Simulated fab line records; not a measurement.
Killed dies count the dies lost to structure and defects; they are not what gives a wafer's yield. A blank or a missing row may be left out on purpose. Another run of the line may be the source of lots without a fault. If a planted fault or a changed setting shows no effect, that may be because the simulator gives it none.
What tool caused it? | flow nandHarc | 6 lots with 18 wafers sampled at 2 steps, on a route of 1159 steps

WHAT THE GAUGES READ, wafer by wafer
NHARC_P_CONTACT_INSPECT_14.
lot  | measured     | on               | rawDefectCount
L118 | day 6 04:03  | defectInspect-02 | 3 2 5
L119 | day 6 14:06  | defectInspect-01 | 8 4 3
L121 | day 7 08:08  | defectInspect-02 | 5 4 7
L127 | day 8 18:32  | defectInspect-02 | 6 2 3
L134 | day 10 04:19 | defectInspect-01 | 1 3 4
L136 | day 10 19:03 | defectInspect-02 | 6 6 4

EACH LOT AND THE TOOL THAT RAN IT (in order: tool; ch and the chambers of the sampled wafers; start)
lot  | NHARC_P_CONTACT_EXPOSE_09
L118 | arfiScanner-03 ch 0, day 6 03:47
L119 | arfiScanner-02 ch 0, day 6 13:50
L121 | arfiScanner-02 ch 0, day 7 07:52
L127 | arfiScanner-02 ch 0, day 8 18:16
L134 | arfiScanner-02 ch 0, day 10 04:04
L136 | arfiScanner-03 ch 0, day 10 18:47
- NHARC_P_CONTACT_EXPOSE_09: exposes mask P CA, target cd 90 nm.

THE ANSWER, worked out from the rows above alone
Rule: the lots themselves supply what counts as usual. Put in order of their means at a reading, lots are off if they are a third of the lots or fewer, leave a main group of 4 or more, and stand apart from it by a gap of 3 or more times the standard deviation of the main group's means; of several such gaps the widest counts. Not used: any main group whose means are identical at the precision the tables above print for the reading. Also off: a lot with no number at a reading for which 4 or more lots have one. Where the step has rows for the other lots, those lots are counted as sound.
No lot is off on any of the readings shown, so nothing can be concluded from this.

WHAT HAD BEEN PUT IN BY THE SIMULATOR
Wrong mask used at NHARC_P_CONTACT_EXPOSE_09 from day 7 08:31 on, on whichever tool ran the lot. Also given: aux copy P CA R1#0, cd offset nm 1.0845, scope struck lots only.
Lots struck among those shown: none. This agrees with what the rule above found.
